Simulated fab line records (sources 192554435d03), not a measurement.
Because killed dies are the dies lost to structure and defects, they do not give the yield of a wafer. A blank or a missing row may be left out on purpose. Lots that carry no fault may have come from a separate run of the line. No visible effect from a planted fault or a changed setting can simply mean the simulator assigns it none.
A struck lot beside a sound one :: flow n5-finfet :: 15 out of 1938 route steps
Sound: these wafers, L377.2, L377.3, L377.6. Wafers L384.1, L384.2, L384.4 were the ones struck. The cause is named last.
At each step with rows: each side's tool, then ch and its chambers, then its first start. Under that, the readings that differ: sound wafers :: struck wafers :: difference of the means :: sigmas: that difference in standard deviations of wafers without a fault.
alike: a reading whose means differ by less than 2 such deviations, as well as words and numbers matching on both sides. not compared: withheld readings; readings where some wafer has no value; bounds like >300 that might hide an equal value; numbers whose values overlap and for which the record gives no deviation.
A row with sigmas, a row that says differs or no value, or rows on one side alone: a step with any of these is where the two part. Non-overlapping numbers with no deviation appear without sigmas and do not part them. A reading missing from all wafers of one side parts the sides only when that side holds two or more wafers.

N5_BEOL_M4_OCD_MEAS_38:
  sound on ocd-01 at day 10 07:34; struck on ocd-02 at day 12 04:05
  alike: trench-depth-nm
then, 4 steps without rows for these wafers: N5_BEOL_M4_HM_STRIP_39 (strips TiN in peroxide tin strip, target depth 25 nm, time 158 s); N5_BEOL_M4_SRD_40 (time 30 s); N5_BEOL_M4_PRECLEAN_42 (cleans in residue remover, time 60 s); N5_BEOL_M4_SRD_43 (time 30 s).
N5_BEOL_M4_CD_MEAS_35: target cd 18 nm, target cd y 22.4 nm.
  sound on cd-sem-03 at day 10 07:43; struck on cd-sem-03 at day 12 04:15
reading: cd-nm (nm)
sound: 17.7 17.7 17.3
struck: 18.2 18.3 18.5
difference: +0.8
sigmas: +2
N5_BEOL_M4_DEGAS_44: time 60 s.
  sound on pvd-sputter-03 at day 10 08:19; struck on pvd-sputter-02 at day 12 04:32
  alike: heater-power-w
N5_BEOL_M4_PRE_CLEAN_45: time 30 s.
  sound on pvd-sputter-03 at day 10 08:22; struck on pvd-sputter-02 at day 12 04:34
  alike: heater-power-w
N5_BEOL_M4_ALD_84: deposits TaN, pulse time 2 s, purge time 3 s, co reactant purge time 2 s.
  sound on ald-metal-01 ch 2,3, day 10 08:29; struck on ald-metal-01 ch 0,1,2, day 12 04:38
  alike: heater-power-w
then, 2 steps without rows for these wafers: N5_BEOL_M4_SURFACE_TREAT_85; N5_BEOL_M4_CVD_47 (deposits Co from CCTBA/H2, target thk 3 nm, time 223.8 s).
N5_BEOL_M4_SPUTTER_48: material Cu, target thk 4.5 nm, time 8.29 s.
  sound on pvd-sputter-01 at day 10 09:17; struck on pvd-sputter-01 at day 12 06:35
  alike: throttle-valve-pct
N5_BEOL_M4_ANNEAL_49: time 240 s.
  sound on pvd-sputter-01 at day 10 09:22; struck on pvd-sputter-01 at day 12 06:40
  no value came back on the struck wafers for heater-power-w (W), susceptor-temp-C (C); on the sound wafers heater-power-w (W) reads 897 1005 1004
N5_BEOL_M4_SPUTTER_79: material Cu, target thk 4.5 nm, time 8.29 s.
  sound on pvd-sputter-01 at day 10 09:31; struck on pvd-sputter-01 at day 12 06:49
  alike: throttle-valve-pct
N5_BEOL_M4_RC_MEAS_101:
  the record has rows for the sound wafers here (prober-02 ch 0, day 10 12:18) and none for the struck ones

== WHERE THEY PART ==
First at N5_BEOL_M4_CD_MEAS_35; last, within this record, at N5_BEOL_M4_RC_MEAS_101.

WHY: what had been put in by the simulator
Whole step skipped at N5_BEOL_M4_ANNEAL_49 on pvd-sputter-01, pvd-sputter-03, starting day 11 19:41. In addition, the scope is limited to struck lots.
